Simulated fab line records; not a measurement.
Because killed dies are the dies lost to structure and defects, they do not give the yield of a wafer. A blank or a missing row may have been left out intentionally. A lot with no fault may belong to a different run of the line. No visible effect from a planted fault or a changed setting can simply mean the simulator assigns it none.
fab line records	flow n5-finfet
record: lots: 7	wafers: 39
route steps=1938 shown FIN_SAQP@120 FIN_CUT@173 DUMMY_GATE@228 HKMG_FIN@438 GATE_CUT@500
start-h: hours from the record's opening day to when the first of the lot's shown wafers began	wait-h: hours since the lot's step before	" identical to the entry in the row above	L1.1+2: several wafers, shown together as one row	- no value present, or no start provided	* or withheld: withheld	< > ~ a bound
route shown NAME@n: NAME is a module with steps in the file, n the number in the route of the first one	usual: mean/standard deviation of fault-free wafers	same: alike in all rows	chamber/n: place in a boat	sites: the reading at each site	_std_site: standard deviation of those values	_edge_site: inner sites' mean taken away from outer sites' mean	radius-mm: for every site, how far away it sits from the centre of the wafer	mask NAME#n: copy n	behind: the last tool/chamber to shape the wafer	hold: the reason the lot was held/the length of the hold in hours/how it ended	device: transistor that didn't switch, given as n, p or np	end of line: the same wafers' tests at the end of the route	where a step has no rows: the recipe by itself	killed: dies that structure and defects cost at the first sort, which is not the same as the wafer's yield	map: a wafer's dies, marking killed ones x, the rest . and places with no die _
set.NAME: the setting as run; set.NAME@STEP: as run at that earlier step	model.NAME: the simulator's own value behind a step, which no gauge read
lots run with intentionally changed settings; tables by step, rows by wafer
== steps ==
step: N5_FIN_SAQP_MANDREL_ETCH_22
recipe: target-depth-a: 600	chemistry: HBr/Cl2	target: a-Si	stop-on: SiNx	bt-time-s: 10	over-etch-frac: 0.5	time-s: 30	pressure-mtorr: 10	icp-w: 800	bias-w: 75	HBr_flow_sccm: 150	Cl2_flow_sccm: 80	ends: end-point
lot.wafer	tool	chamber	start-h	wait-h	set.target-depth-a	model.SOC_of_FIN_SAQP_COAT_49.thk-nm
L077.1	rie-si-01	2	40.07	0.0	523.5	80.08
L077.2	"	1	"	"	523.5	80.03
L077.3	"	0	"	"	600	75.01
L077.4	"	0	"	"	523.5	78.25
L077.5	"	2	"	"	600	76.83
L077.6	"	1	"	"	600	76.93
L080.1	rie-si-01	0	58.66	0.0	552.5	78.01
L080.2	"	1	"	"	552.5	78.83
L080.3	"	3	"	"	600	76.58
L080.4	"	2	"	"	552.5	78.84
L080.5	"	3	"	"	600	76.62
L080.6	"	2	"	"	600	77.16
L082.1	rie-si-01	0	70.45	0.0	600	75.55
L082.2	"	2	"	"	600	77.05
L082.3	"	1	"	"	600	76.27
L082.4	"	3	"	"	600	75.85
L082.5	"	2	"	"	600	76.49
L082.6	"	3	"	"	600	75.89
L089.1	rie-si-01	0	112.47	0.0	600	75.47
L089.2	"	1	"	"	557.9	77.94
L089.3	"	3	"	"	600	76.4
L089.4	"	2	"	"	600	76.65
L089.5	"	2	"	"	557.9	78.16
L089.6	"	3	"	"	557.9	77.85
L091.2	rie-si-03	3	125.25	0.0	600	75.93
L091.4	"	1	"	"	600	76.47
L091.6	"	1	"	"	600	75.97
L093.1	rie-si-03	3	136.04	0.0	600	76.03
L093.2	"	0	"	"	533.5	79.57
L093.3	"	1	"	"	533.5	78.9
L093.4	"	2	"	"	533.5	80.07
L093.5	"	2	"	"	600	77.5
L093.6	"	1	"	"	600	76.56
L095.1	rie-si-06	0	148.51	0.0	523.9	79.54
L095.2	"	3	"	"	600	76.19
L095.3	"	1	"	"	600	75.17
L095.4	"	2	"	"	523.9	79.57
L095.5	"	0	"	"	600	76.59
L095.6	"	1	"	"	523.9	78.68
step: N5_FIN_CUT_CUT_ETCH_26
recipe: chemistry: CH3F/O2	target: SiNx	target-depth-a: 390	mask-material: SOC	time-s: 55.7	pressure-mtorr: 30	source-w: 395	bias-w: 73	Ar_flow_sccm: 150	CH3F_flow_sccm: 30	O2_flow_sccm: 20	ion-energy-ev: 120
lot.wafer	tool	chamber	start-h	wait-h	set.target-depth-a	model.etch.depth-nm
L077.1	rie-diel-02	3	45.22	0.0	390	38.97
L077.2	"	2	"	"	390	40.42
L077.3	"	0	"	"	390	40.94
L077.4	"	0	"	"	390	40.89
L077.5	"	2	"	"	390	40.41
L077.6	"	3	"	"	390	38.65
L080.1	rie-diel-02	0	63.69	0.0	390	40.52
L080.2	"	2	"	"	390	39.85
L080.3	"	1	"	"	390	38.57
L080.4	"	3	"	"	390	38.89
L080.5	"	3	"	"	390	38.68
L080.6	"	2	"	"	390	39.99
L082.1	rie-diel-03	3	76.00	0.0	419.2	40.95
L082.2	"	1	"	"	390	37.71
L082.3	"	0	"	"	390	38.34
L082.4	"	2	"	"	419.2	42.63
L082.5	"	3	"	"	390	38.15
L082.6	"	0	"	"	419.2	41.05
L089.1	rie-diel-03	0	117.57	0.0	390	38.03
L089.2	"	3	"	"	418.5	40.67
L089.3	"	2	"	"	418.5	41.91
L089.4	"	1	"	"	390	37.42
L089.5	"	2	"	"	390	39.21
L089.6	"	1	"	"	418.5	40.17
L091.2	rie-diel-01	3	130.65	0.0	390	37.67
L091.4	"	0	"	"	390	37.08
L091.6	"	3	"	"	390	37.41
L093.1	rie-diel-03	3	142.10	0.0	390	38.4
L093.2	"	1	"	"	390	37.64
L093.3	"	2	"	"	390	39.28
L093.4	"	0	"	"	390	38.21
L093.5	"	2	"	"	390	39.45
L093.6	"	3	"	"	390	38.37
L095.1	rie-diel-02	0	153.27	0.0	390	39.65
L095.2	"	3	"	"	361.9	35.93
L095.3	"	2	"	"	390	39.7
L095.4	"	1	"	"	361.9	35.26
L095.5	"	1	"	"	361.9	35.16
L095.6	"	0	"	"	390	39.88
step: N5_DUMMY_GATE_EXPOSE_12
recipe: mask-id: GATE	na: 0.33	source-shape: annular	sigma-inner: 0.2	sigma-outer: 0.6	polarization: unpolarized	target-cd-nm: 25	dose-mj: 34
lot.wafer	tool	chamber	start-h	wait-h	mask	set.dose-mj
L077.1+3+4	euv-scanner-01	0	63.18	-	GATE#0	34
L077.2+5+6	"	0	"	"	GATE#0	35.9
L080.1+4+6	euv-scanner-01	0	81.24	-	GATE#0	36.58
L080.2+3+5	"	0	"	"	GATE#0	34
L082.1+2+6	euv-scanner-02	0	98.42	-	GATE#0	34
L082.3+4+5	"	0	"	"	GATE#0	36.44
L089.1+3+5	euv-scanner-01	0	138.01	-	GATE#0	34
L089.2+4+6	"	0	"	"	GATE#0	32.59
L091.2+4+6	euv-scanner-01	0	148.77	-	GATE#0	34
L093.1+3+5	euv-scanner-01	0	161.60	-	GATE#0	34
L093.2+4+6	"	0	"	"	GATE#0	31.93
L095.1+2+3+4+5+6	euv-scanner-01	0	170.93	-	GATE#0	34
step: N5_DUMMY_GATE_PEB_13
recipe: peb-temp-c: 100	peb-time-s: 60	resist: CAR-EUV
step: N5_DUMMY_GATE_DEVELOP_14
recipe: develop-time-s: 30	developer: TMAH	resist: CAR-EUV	rinse-liquid: surfactant-rinse	dry: air-spin	dev-temp-c: 23
step: N5_DUMMY_GATE_CD_MEAS_15
recipe: target-cd-nm: 25.8	landing-energy-ev: 500	detector: se-inlens
usual: cd-nm: 25.00/0.27
lot.wafer	tool	chamber	start-h	wait-h	set.dose-mj@DUMMY_GATE_EXPOSE_12	cd-nm
L077.1	cd-sem-01	0	63.31	-	34	24.94
L077.2	"	0	"	"	35.9	23.89
L077.3	"	0	"	"	34	24.80
L077.4	"	0	"	"	34	24.82
L077.5	"	0	"	"	35.9	23.31
L077.6	"	0	"	"	35.9	23.38
L080.1	cd-sem-02	0	81.37	-	36.58	23.53
L080.2	"	0	"	"	34	25.21
L080.3	"	0	"	"	34	25.01
L080.4	"	0	"	"	36.58	23.60
L080.5	"	0	"	"	34	24.92
L080.6	"	0	"	"	36.58	23.94
L082.1	cd-sem-02	0	98.55	-	34	24.89
L082.2	"	0	"	"	34	25.34
L082.3	"	0	"	"	36.44	23.61
L082.4	"	0	"	"	36.44	24.00
L082.5	"	0	"	"	36.44	23.61
L082.6	"	0	"	"	34	25.19
L089.1	cd-sem-03	0	138.13	-	34	25.19
L089.2	"	0	"	"	32.59	25.92
L089.3	"	0	"	"	34	25.19
L089.4	"	0	"	"	32.59	26.30
L089.5	"	0	"	"	34	24.71
L089.6	"	0	"	"	32.59	25.64
L091.2	cd-sem-01	0	148.89	-	34	24.99
L091.4	"	0	"	"	34	24.97
L091.6	"	0	"	"	34	25.14
L093.1	cd-sem-03	0	161.73	-	34	25.07
L093.2	"	0	"	"	31.93	26.67
L093.3	"	0	"	"	34	25.02
L093.4	"	0	"	"	31.93	26.15
L093.5	"	0	"	"	34	24.93
L093.6	"	0	"	"	31.93	26.50
L095.1	cd-sem-01	0	171.06	-	34	25.50
L095.2	"	0	"	"	34	25.10
L095.3	"	0	"	"	34	24.92
L095.4	"	0	"	"	34	24.88
L095.5	"	0	"	"	34	24.72
L095.6	"	0	"	"	34	24.97
step: N5_DUMMY_GATE_STRIP_38
recipe: chemistry: N2/H2	temp-c: 40	n2-flow-sccm: 200	h2-flow-sccm: 200	rf-frequency-hz: 6e+07
step: N5_DUMMY_GATE_STRIP_39
recipe: chemistry: N2/H2	temp-c: 40	n2-flow-sccm: 200	h2-flow-sccm: 200	rf-frequency-hz: 6e+07
step: N5_DUMMY_GATE_TRIM_49
recipe: chemistry: O2	resist: SOC	time-s: 29	target-cd-nm: 14	source-power-w: 300	bias-power-w: 0	O2_flow_sccm: 100	temp-c: 20
lot.wafer	tool	chamber	start-h	wait-h	set.dose-mj@DUMMY_GATE_EXPOSE_12	model.DUMMY_GATE.cd-nm
L077.1	rie-si-02	3	63.77	0.0	34	13.6
L077.2	"	1	"	"	35.9	13.4
L077.3+4	"	2,0	"	"	34	14
L077.5	"	3	"	"	35.9	12.2
L077.6	"	2	"	"	35.9	13
L080.1	rie-si-05	0	81.72	0.0	36.58	12.2
L080.2	"	2	"	"	34	14
L080.3+5	"	1	"	"	34	13.8
L080.4	"	0	"	"	36.58	11.8
L080.6	"	2	"	"	36.58	12.6
L082.1	rie-si-05	1	99.00	0.0	34	14.2
L082.2	"	0	"	"	34	13.8
L082.3	"	0	"	"	36.44	12.4
L082.4	"	1	"	"	36.44	12.8
L082.5	"	1	"	"	36.44	13
L082.6	"	0	"	"	34	14
L089.1	rie-si-05	3	138.49	0.0	34	13.4
L089.2	"	0	"	"	32.59	14.6
L089.3	"	2	"	"	34	14
L089.4+6	"	1	"	"	32.59	14.8
L089.5	"	0	"	"	34	13.6
L091.2+4	rie-si-05	0,2	149.39	0.0	34	14
L091.6	"	3	"	"	34	13.2
L093.1+3	rie-si-04	0,1	162.09	0.0	34	14.2
L093.2+6	"	3	"	"	31.93	15
L093.4	"	1	"	"	31.93	15.8
L093.5	"	0	"	"	34	13.6
L095.1+4	rie-si-05	0,1	171.42	0.0	34	14
L095.2	"	3	"	"	34	13.6
L095.3	"	2	"	"	34	13.8
L095.5	"	1	"	"	34	14.2
L095.6	"	0	"	"	34	13.4
step: N5_DUMMY_GATE_STRIP_40
recipe: chemistry: CF4	resist: SiARC	power-w: 300	bias-power-w: 75	pressure-mtorr: 50	cf4-flow-sccm: 150	rf-frequency-hz: 6e+07
step: N5_DUMMY_GATE_CD_MEAS_50
recipe: target-cd-nm: 14
usual: cd-nm: 13.9/0.46
lot.wafer	tool	chamber	start-h	wait-h	set.dose-mj@DUMMY_GATE_EXPOSE_12	cd-nm
L077.1	cd-sem-03	-	63.92	0.0	34	13.8
L077.2	"	-	"	"	35.9	13.1
L077.3	"	-	"	"	34	14.2
L077.4	"	-	"	"	34	13.8
L077.5	"	-	"	"	35.9	12.4
L077.6	"	-	"	"	35.9	12.7
L080.1	cd-sem-01	-	81.87	0.0	36.58	11.9
L080.2	"	-	"	"	34	13.8
L080.3	"	-	"	"	34	13.7
L080.4	"	-	"	"	36.58	11.7
L080.5	"	-	"	"	34	14.5
L080.6	"	-	"	"	36.58	12.5
L082.1	cd-sem-01	-	99.20	0.0	34	14.1
L082.2	"	-	"	"	34	14.0
L082.3	"	-	"	"	36.44	12.4
L082.4	"	-	"	"	36.44	12.8
L082.5	"	-	"	"	36.44	12.8
L082.6	"	-	"	"	34	13.9
L089.1	cd-sem-03	-	138.64	0.0	34	13.0
L089.2	"	-	"	"	32.59	14.4
L089.3	"	-	"	"	34	14.2
L089.4	"	-	"	"	32.59	14.7
L089.5	"	-	"	"	34	14.1
L089.6	"	-	"	"	32.59	15.1
L091.2	cd-sem-02	-	149.56	0.0	34	13.6
L091.4	"	-	"	"	34	13.4
L091.6	"	-	"	"	34	13.3
L093.1	cd-sem-02	-	162.24	0.0	34	14.0
L093.2	"	-	"	"	31.93	14.7
L093.3	"	-	"	"	34	13.9
L093.4	"	-	"	"	31.93	16.1
L093.5	"	-	"	"	34	13.6
L093.6	"	-	"	"	31.93	14.9
L095.1	cd-sem-03	-	171.56	0.0	34	13.9
L095.2	"	-	"	"	34	13.8
L095.3	"	-	"	"	34	13.9
L095.4	"	-	"	"	34	14.2
L095.5	"	-	"	"	34	14.2
L095.6	"	-	"	"	34	13.2
step: N5_DUMMY_GATE_ETCH_31
recipe: chemistry: C4F6/O2	target: SiO2	mask-material: SOC	target-depth-a: 825	time-s: 27.5	ion-energy-ev: 250	pressure-mtorr: 30	source-w: 345	bias-w: 185	Ar_flow_sccm: 300	C4F6_flow_sccm: 10	O2_flow_sccm: 10
step: N5_DUMMY_GATE_STRIP_41
recipe: chemistry: O2	power-w: 400	temp-c: 40	pressure-mtorr: 30	rf-frequency-hz: 6e+07	bias-power-w: 0	overash-fraction: 0.3	o2-flow-sccm: 225
step: N5_DUMMY_GATE_ETCH_32
recipe: chemistry: CF4	target: SiO2	target-depth-a: 35	time-s: 3.9	ion-energy-ev: 350	pressure-mtorr: 10	icp-w: 800	bias-w: 400	cf4-flow-sccm: 80
step: N5_DUMMY_GATE_ETCH_23
recipe: chemistry: HBr/Cl2/O2	HBr_flow_sccm: 150	Cl2_flow_sccm: 80	O2_flow_sccm: 12	bias-w: 102	target-depth-a: 410	time-s: 22.3	target: poly-Si	mask-material: SiO2	pressure-mtorr: 10	icp-w: 800
step: N5_DUMMY_GATE_ETCH_44
recipe: chemistry: HBr/O2	over-etch-frac: 0.7	target-depth-a: 1275	stop-on: SiO2	ion-energy-ev: 60	bias-w: 20	target: poly-Si	mask-material: SiO2	pressure-mtorr: 20	icp-w: 400	HBr_flow_sccm: 120	O2_flow_sccm: 10
lot.wafer	tool	chamber	start-h	wait-h	set.dose-mj@DUMMY_GATE_EXPOSE_12	model.DUMMY_GATE.cd-nm
L077.1	rie-si-02	3	64.31	0.0	34	14.4
L077.2	"	2	"	"	35.9	14.4
L077.3	"	0	"	"	34	15
L077.4	"	1	"	"	34	15.2
L077.5	"	1	"	"	35.9	13.4
L077.6	"	0	"	"	35.9	14
L080.1+6	rie-si-02	1,2	82.26	0.0	36.58	13.6
L080.2+3	"	3,0	"	"	34	14.8
L080.4	"	2	"	"	36.58	12.8
L080.5	"	1	"	"	34	15.2
L082.1	rie-si-04	1	99.58	0.0	34	15.2
L082.2	"	0	"	"	34	15
L082.3	"	3	"	"	36.44	13
L082.4	"	2	"	"	36.44	13.6
L082.5	"	0	"	"	36.44	13.8
L082.6	"	3	"	"	34	14.6
L089.1+5	rie-si-02	0,2	139.02	0.0	34	14.6
L089.2	"	3	"	"	32.59	15.2
L089.3	"	2	"	"	34	14.8
L089.4	"	1	"	"	32.59	16
L089.6	"	1	"	"	32.59	15.6
L091.2	rie-si-02	2	149.95	0.0	34	15
L091.4	"	0	"	"	34	15.2
L091.6	"	3	"	"	34	14
L093.1	rie-si-02	2	162.62	0.0	34	15.4
L093.2	"	1	"	"	31.93	16.2
L093.3	"	3	"	"	34	15
L093.4	"	0	"	"	31.93	17
L093.5	"	3	"	"	34	14.2
L093.6	"	0	"	"	31.93	16.4
L095.1	rie-si-04	0	171.95	0.0	34	15.2
L095.2	"	2	"	"	34	14.4
L095.3+5	"	1	"	"	34	15
L095.4	"	3	"	"	34	15.4
L095.6	"	0	"	"	34	14.6
step: N5_HKMG_FIN_ETCH_35
recipe: chemistry: N2/H2	target: SOC	target-depth-a: 2158	ion-energy-ev: 65	bias-w: 5	source-w: 3000	time-s: 243.4	pressure-mtorr: 30	n2-flow-sccm: 200	h2-flow-sccm: 200
usual: rf-vpp-V: 141.9/0.96
lot.wafer	tool	chamber	start-h	wait-h	set.source-w	rf-vpp-V	model.HKMG_FIN.feature-depth-nm	model.etch.depth-nm	model.SOC_of_HKMG_FIN_COAT_29.thk-nm
L077.1	rie-diel-06	0	93.59	0.0	2452	149.9	172.2	172.3	128.2
L077.2	"	1	"	"	3000	144.0	223.8	223.8	77
L077.3	"	2	"	"	2452	152.5	182.4	182.5	117.8
L077.4	"	3	"	"	3000	143.8	216.6	216.6	84.6
L077.5	"	3	"	"	3000	142.1	217.2	217.3	83.4
L077.6	"	2	"	"	2452	152.8	183.2	183.2	116.2
L080.1	rie-diel-06	1	112.42	0.0	3000	141.5	223.2	223.1	75.8
L080.2	"	0	"	"	3000	139.9	205.6	205.6	94
L080.3	"	2	"	"	3401	135.9	239.6	239.6	59.4
L080.4	"	0	"	"	3401	133.8	229.6	229.7	69.8
L080.5	"	2	"	"	3401	135.3	242.6	242.7	56.8
L080.6	"	1	"	"	3000	142.1	224	223.9	75.2
L082.1	rie-diel-04	1	127.23	0.0	3000	142.2	214.8	214.9	85.2
L082.2	"	3	"	"	3000	140.4	221.2	221.2	80
L082.3	"	0	"	"	3000	141.8	220.8	220.7	79.8
L082.4	"	2	"	"	3000	142.4	220.2	220.2	80.8
L082.5	"	1	"	"	3000	141.4	213.2	213.3	87.4
L082.6	"	0	"	"	3000	142.7	220.2	220.3	81
L089.1	rie-diel-06	2	168.34	0.0	3000	141.3	216.6	216.7	82.8
L089.2	"	0	"	"	3000	140.0	207.2	207.2	91.8
L089.3	"	3	"	"	2653	148.4	196.4	196.5	103.4
L089.4	"	2	"	"	2653	148.9	196	196	104
L089.5	"	3	"	"	3000	141.9	215.8	215.9	83.6
L089.6	"	0	"	"	2653	147.1	185	185	114
L091.2	rie-diel-04	3	177.63	0.0	3000	141.7	221.4	221.3	78.2
L091.4	"	0	"	"	3000	142.5	215.8	215.8	83.4
L091.6	"	1	"	"	3000	143.2	212.6	212.5	87.6
L093.1	rie-diel-06	1	192.31	0.0	3000	141.4	233	233	67.6
L093.2	"	0	"	"	3000	139.5	207.6	207.6	93.2
L093.3	"	3	"	"	3000	140.8	218.6	218.6	81
L093.4	"	2	"	"	3000	142.2	218.2	218.2	82
L093.5	"	3	"	"	3000	141.3	220	220	79.2
L093.6	"	2	"	"	3000	141.2	216.2	216.1	84.2
L095.1	rie-diel-06	1	200.28	0.0	2446	153.3	193.4	193.3	107.2
L095.2	"	0	"	"	3000	139.7	207.4	207.3	94
L095.3	"	3	"	"	3000	142.0	218	217.9	82.4
L095.4	"	2	"	"	2446	153.3	181.4	181.4	118.2
L095.5	"	0	"	"	2446	151.6	173.6	173.6	126.8
L095.6	"	1	"	"	3000	142.9	228.8	228.7	71.2
step: N5_GATE_CUT_CUT_ETCH_53
recipe: chemistry: SF6/Cl2	target: W	mask-material: SiO2	target-depth-a: 792	pressure-mtorr: 8	icp-w: 900	bias-w: 80	SF6_flow_sccm: 40	Cl2_flow_sccm: 60	ends: cleared
usual: etch-rf-on-time-s: 26.2/0.68
lot.wafer	tool	chamber	start-h	wait-h	set.icp-w	etch-rf-on-time-s
L077.1	rie-metal-01	1	101.81	0.1	900	25.6
L077.2	"	0	"	"	824.1	27.6
L077.3	"	0	"	"	900	25.6
L077.4	"	1	"	"	824.1	27.2
L077.5	"	0	"	"	900	25.6
L077.6	"	1	"	"	824.1	27.6
L080.1	rie-metal-02	0	120.99	0.1	900	26.5
L080.2	"	1	"	"	900	25.8
L080.3	"	1	"	"	776.5	29.4
L080.4	"	0	"	"	900	26.5
L080.5	"	0	"	"	776.5	29.9
L080.6	"	1	"	"	776.5	29.4
L082.1	rie-metal-01	1	135.61	0.1	900	25.8
L082.2	"	0	"	"	762.2	29.6
L082.3	"	1	"	"	762.2	29.9
L082.4	"	0	"	"	762.2	29.7
L082.5	"	1	"	"	900	25.6
L082.6	"	0	"	"	900	25.7
L089.1	rie-metal-03	0	177.02	0.1	900	27.2
L089.2	"	1	"	"	900	27.1
L089.3	"	1	"	"	900	27.1
L089.4	"	0	"	"	900	27.3
L089.5	"	1	"	"	900	27.3
L089.6	"	0	"	"	900	27.1
L091.2	rie-metal-02	1	186.67	0.1	900	25.7
L091.4	"	1	"	"	900	25.7
L091.6	"	0	"	"	900	26.3
L093.1	rie-metal-03	1	200.93	0.1	900	27.3
L093.2	"	1	"	"	900	27.1
L093.3	"	1	"	"	900	27.1
L093.4	"	1	"	"	900	27.2
L093.5	"	1	"	"	900	27.2
L093.6	"	1	"	"	900	27.4
L095.1	rie-metal-02	0	208.83	0.1	900	26.5
L095.2	"	1	"	"	900	25.5
L095.3	"	0	"	"	900	26.3
L095.4	"	1	"	"	900	25.7
L095.5	"	0	"	"	900	26.2
L095.6	"	1	"	"	900	25.6
== key ==
split: step: N5_FIN_SAQP_MANDREL_ETCH_22	setting: target-depth-a	stated: 600	by: wafer
response: step: N5_FIN_SAQP_MANDREL_ETCH_22	reading: model.SOC_of_FIN_SAQP_COAT_49.thk-nm	change: -0.251	per: 1%	r: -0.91
split: step: N5_FIN_CUT_CUT_ETCH_26	setting: target-depth-a	stated: 390	by: wafer
response: step: N5_FIN_CUT_CUT_ETCH_26	reading: model.etch.depth-nm	change: +0.475	per: 1%	r: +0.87
split: step: N5_DUMMY_GATE_EXPOSE_12	setting: dose-mj	stated: 34	by: wafer
response: step: N5_DUMMY_GATE_CD_MEAS_15	reading: cd-nm	change: -0.207	per: 1%	r: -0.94
response: step: N5_DUMMY_GATE_TRIM_49	reading: model.DUMMY_GATE.cd-nm	change: -0.203	per: 1%	r: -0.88
response: step: N5_DUMMY_GATE_CD_MEAS_50	reading: cd-nm	change: -0.225	per: 1%	r: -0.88
response: step: N5_DUMMY_GATE_ETCH_44	reading: model.DUMMY_GATE.cd-nm	change: -0.215	per: 1%	r: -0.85
split: step: N5_HKMG_FIN_ETCH_35	setting: source-w	stated: 3000	by: wafer
response: step: N5_HKMG_FIN_ETCH_35	reading: rf-vpp-V	change: -0.533	per: 1%	r: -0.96
response: step: N5_HKMG_FIN_ETCH_35	reading: model.HKMG_FIN.feature-depth-nm	change: +1.91	per: 1%	r: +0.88
response: step: N5_HKMG_FIN_ETCH_35	reading: model.etch.depth-nm	change: +1.91	per: 1%	r: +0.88
response: step: N5_HKMG_FIN_ETCH_35	reading: model.SOC_of_HKMG_FIN_COAT_29.thk-nm	change: -1.89	per: 1%	r: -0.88
split: step: N5_GATE_CUT_CUT_ETCH_53	setting: icp-w	stated: 900	by: wafer
response: step: N5_GATE_CUT_CUT_ETCH_53	reading: etch-rf-on-time-s	change: *	per: 1%	r: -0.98
